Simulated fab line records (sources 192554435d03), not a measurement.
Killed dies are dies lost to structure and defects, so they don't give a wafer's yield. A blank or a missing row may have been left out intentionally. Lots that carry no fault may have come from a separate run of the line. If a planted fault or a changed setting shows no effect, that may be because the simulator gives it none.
Chamber matching	flow n5 finfet	N5_ILD0_CMP_03 on cmp-03: 4 sister chambers
The step polishes, stops on SiNx, t overpolish 1.9 s, target thk 197.38 nm. 7 wafers are shown with their chamber, then 9 later ones without.

== WAFERS PAIRED WITH THEIR CHAMBERS ==
wafer	chamber	motor current A (A)	time to endpoint s (s)
L082.6	1	12.7	69.8
L086.1	0	12.4	72.6
L086.2	3	13.6	66.1
L086.3	2	12.3	71.4
L088.1	2	12.1	70.4
L088.4	1	12.6	71.4
L088.6	0	12.3	68.9

== WAFERS MISSING THEIR CHAMBER ==
wafer	motor current A (A)	time to endpoint s (s)
L096.3	12.8	67.7
L096.4	13.1	71.9
L096.5	14.1	69.6
L095.2	13.8	74.8
L095.3	13.1	75.2
L095.4	12.8	76.0
L097.2	13.5	67.4
L097.3	12.7	72.5
L097.4	11.7	74.3

== THE CHAMBER EACH PASSED THROUGH ==
wafer	from the rows above	in truth
L096.3	1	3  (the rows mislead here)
L096.4	can't be placed: 1 or 3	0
L096.5	3	3
L095.2	3	3
L095.3	1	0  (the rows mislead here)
L095.4	can't be placed: 1 or 0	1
L097.2	3	3
L097.3	1	1
L097.4	can't be placed: 2 or 0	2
Placed correctly: 4 of 9. Not placeable from these rows: 3 (in 2, the candidates include the true chamber). Placed wrongly: 2.
How it was worked out, from the rows above alone: a wafer's distance from a chamber is the root of the sum, over the readings, of the square of ((its reading less the chamber's mean) divided by the reading's scatter). The wafer belongs to the nearest chamber; if the next one is less than 2 further off, it can't be placed. Each chamber's mean is taken over the wafers shown for it. The scatter: take each reading less its chamber's mean, square it, sum over the shown wafers, divide by the number of wafers less the number of chambers, and take the root.
